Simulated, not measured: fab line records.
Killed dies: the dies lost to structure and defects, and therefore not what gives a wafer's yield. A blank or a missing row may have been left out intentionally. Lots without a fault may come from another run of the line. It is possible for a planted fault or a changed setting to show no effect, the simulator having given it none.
Matching of chambers + flow nand-harc + pecvd-02 running NHARC_A_SLIT_DEP_23: 3 sister chambers
The step deposits SiON, target thk 100 nm. 20 wafers are shown with their chamber, then 10 later ones without.

== WAFERS PAIRED WITH THEIR CHAMBERS ==
| wafer  | chamber | heater-power-outer-w (W) | heater-power-w (W) |
|--------|---------|--------------------------|--------------------|
| L076.2 | 2       | 404                      | 725                |
| L076.4 | 1       | 554                      | 898                |
| L076.6 | 0       | 445                      | 743                |
| L080.2 | 0       | 460                      | 812                |
| L080.3 | 1       | 465                      | 795                |
| L080.5 | 2       | 397                      | 732                |
| L081.1 | 2       | 344                      | 662                |
| L081.3 | 0       | 434                      | 743                |
| L081.5 | 2       | 355                      | 664                |
| L084.3 | 1       | 484                      | 789                |
| L084.4 | 2       | 369                      | 688                |
| L084.6 | 1       | 480                      | 790                |
| L082.1 | 2       | 387                      | 714                |
| L082.3 | 0       | 477                      | 788                |
| L082.5 | 2       | 387                      | 701                |
| L085.1 | 0       | 482                      | 816                |
| L085.2 | 1       | 540                      | 846                |
| L085.4 | 2       | 411                      | 749                |
| L088.2 | 1       | 426                      | 707                |
| L088.4 | 0       | 419                      | 724                |

SIGNATURES, as means of the wafers listed above
| reading              | chamber 0 | chamber 1 | chamber 2 | scatter within a chamber |
|----------------------|-----------|-----------|-----------|--------------------------|
| heater-power-outer-w | 452.83    | 491.50    | 381.75    | 32.9                     |
| heater-power-w       | 771.00    | 804.17    | 704.38    | 45.5                     |
Rule: a wafer lies at a distance from a chamber equal to the root of the sum of squares, over the readings, of (its reading less the chamber's mean, divided by the reading's scatter). If the next closest chamber is less than 2 further off than the closest, the wafer can't be placed; otherwise it belongs to the closest. The scatter: the root of (the sum of the squares of (reading less its chamber's mean) over the shown wafers, divided by (wafers less chambers)).

== WAFERS WHOSE CHAMBER IS MISSING ==
| wafer  | heater-power-outer-w (W) | heater-power-w (W) |
|--------|--------------------------|--------------------|
| L088.5 | 335                      | 638                |
| L090.2 | 469                      | 799                |
| L090.5 | 484                      | 809                |
| L090.6 | 321                      | 616                |
| L089.1 | 504                      | 824                |
| L089.3 | 492                      | 848                |
| L089.6 | 327                      | 634                |
| L096.2 | 487                      | 852                |
| L096.5 | 525                      | 835                |
| L096.6 | 502                      | 847                |

== WHICH CHAMBER EACH ONE RAN IN ==
| wafer  | from the rows above     | in truth |
|--------|-------------------------|----------|
| L088.5 | 2                       | 2        |
| L090.2 | can't be placed: 1 or 0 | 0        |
| L090.5 | can't be placed: 1 or 0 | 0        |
| L090.6 | 2                       | 2        |
| L089.1 | can't be placed: 1 or 0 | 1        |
| L089.3 | can't be placed: 1 or 0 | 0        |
| L089.6 | 2                       | 2        |
| L096.2 | can't be placed: 1 or 0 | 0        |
| L096.5 | can't be placed: 1 or 0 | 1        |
| L096.6 | can't be placed: 1 or 0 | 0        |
Correct placement for 3 of the 10. Unplaceable from these rows: 7, with the true chamber sitting among the candidates in 7. 0 placed wrongly.
